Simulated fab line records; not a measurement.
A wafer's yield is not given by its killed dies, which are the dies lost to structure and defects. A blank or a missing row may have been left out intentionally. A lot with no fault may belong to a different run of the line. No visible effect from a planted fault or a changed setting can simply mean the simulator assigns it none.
A lot that was struck, set against a sound lot || flow n5_finfet || 15 out of 1938 route steps
Sound: these wafers, L601.2, L601.4, L601.5. Struck: wafers L612.3, L612.5, L612.6. The cause is given at the end.
For every step that has rows: the tool of each side, followed by ch and its chambers, followed by its first start. Under that, the readings that differ: sound wafers || struck wafers || difference of the means || sigmas: that difference in standard deviations of wafers without a fault.
alike: a reading whose means differ by less than 2 such deviations, as well as words and numbers matching on both sides. not compared: withheld readings; readings where some wafer has no value; bounds like >300 that might hide an equal value; numbers whose values overlap and for which the record gives no deviation.
The two part at a step that has a row with sigmas, a row that says differs or no value, or rows on one side only. When numbers do not overlap yet have no deviation, they are printed without sigmas and do not part them. Lack of a reading on every wafer of one side parts them only where that side has two or more wafers.

first, 1 step without rows for these wafers: N5_BEOL_M8_STRIP_80 (strips in N2/H2, time 10 s).
N5_BEOL_M8_OCD_MEAS_38:
  sound on ocd-02 at day 9 11:11; struck on ocd-01 at day 12 13:12
  alike: trench_depth_nm
then, 4 steps without rows for these wafers: N5_BEOL_M8_HM_STRIP_39 (strips TiN in peroxide tin strip, target depth 25 nm, time 158 s); N5_BEOL_M8_SRD_40 (time 30 s); N5_BEOL_M8_PRECLEAN_42 (cleans in residue remover, time 60 s); N5_BEOL_M8_SRD_43 (time 30 s).
N5_BEOL_M8_CD_MEAS_35: target cd 40 nm.
  sound on cd_sem-01 at day 9 11:21; struck on cd_sem-02 at day 12 13:21
  alike: cd_nm
N5_BEOL_M8_CURE_75: cures SiCOH lowk, time 120 s.
  sound on uv_cure-03 ch 2, day 9 11:32; struck on uv_cure-03 ch 1, day 12 13:35
{"reading": "lamp_power_pct (%)", "sound": "52.31 52.21 52.24", "struck": "52.38 52.31 52.43", "difference": "+0.12", "sigmas": "+2"}
  alike: wafer_temp_C_max
N5_BEOL_M8_DEGAS_44: time 60 s.
  sound on pvd_sputter-01 at day 9 11:59; struck on pvd_sputter-01 at day 12 14:02
  alike: heater_power_w, susceptor_temp_C
N5_BEOL_M8_PRE_CLEAN_45: time 30 s.
  sound on pvd_sputter-01 at day 9 12:02; struck on pvd_sputter-01 at day 12 14:05
  alike: heater_power_w, susceptor_temp_C
N5_BEOL_M8_ALD_77: deposits TaN, target thk 2 nm, pulse time 2 s, purge time 3 s.
  sound on ald_metal-03 ch 0,3, day 9 12:10; struck on ald_metal-04 ch 0,3, day 12 14:08
{"reading": "mfc_carrier_sccm (sccm)", "sound": "1501 1489 1493", "struck": "1502 1504 1504", "difference": "+9", "sigmas": "+2"}
  alike: heater_power_w, susceptor_temp_C
N5_BEOL_M8_SURFACE_TREAT_79:
  sound on pvd_sputter-02 at day 9 12:50; struck on pvd_sputter-01 at day 12 14:36
  not compared: throttle_valve_pct
N5_BEOL_M8_CVD_78: deposits Co from CCTBA/H2, target thk 2 nm, time 142.3 s.
  sound on cvd_co-01 ch 0,2, day 9 13:05; struck on cvd_co-02 ch 0,1,2, day 12 14:41
{"reading": "run_length_s (s)", "sound": "164.4 164.8 164.6", "struck": "98.4 98.0 99.0", "difference": -66.1, "sigmas": "-99 or more"}
then, 1 step without rows for these wafers: N5_BEOL_M8_SPUTTER_48 (material Cu, target thk 10 nm, time 1.667 s).
N5_PASSIVATION_PROBE_49:
  the record has rows for the sound wafers here (prober-01, day 12 00:52) and none for the struck ones

## WHERE THEY PART
At N5_BEOL_M8_CURE_75 first; at N5_PASSIVATION_PROBE_49 last (within this record only).

WHY: whatever the simulator had introduced
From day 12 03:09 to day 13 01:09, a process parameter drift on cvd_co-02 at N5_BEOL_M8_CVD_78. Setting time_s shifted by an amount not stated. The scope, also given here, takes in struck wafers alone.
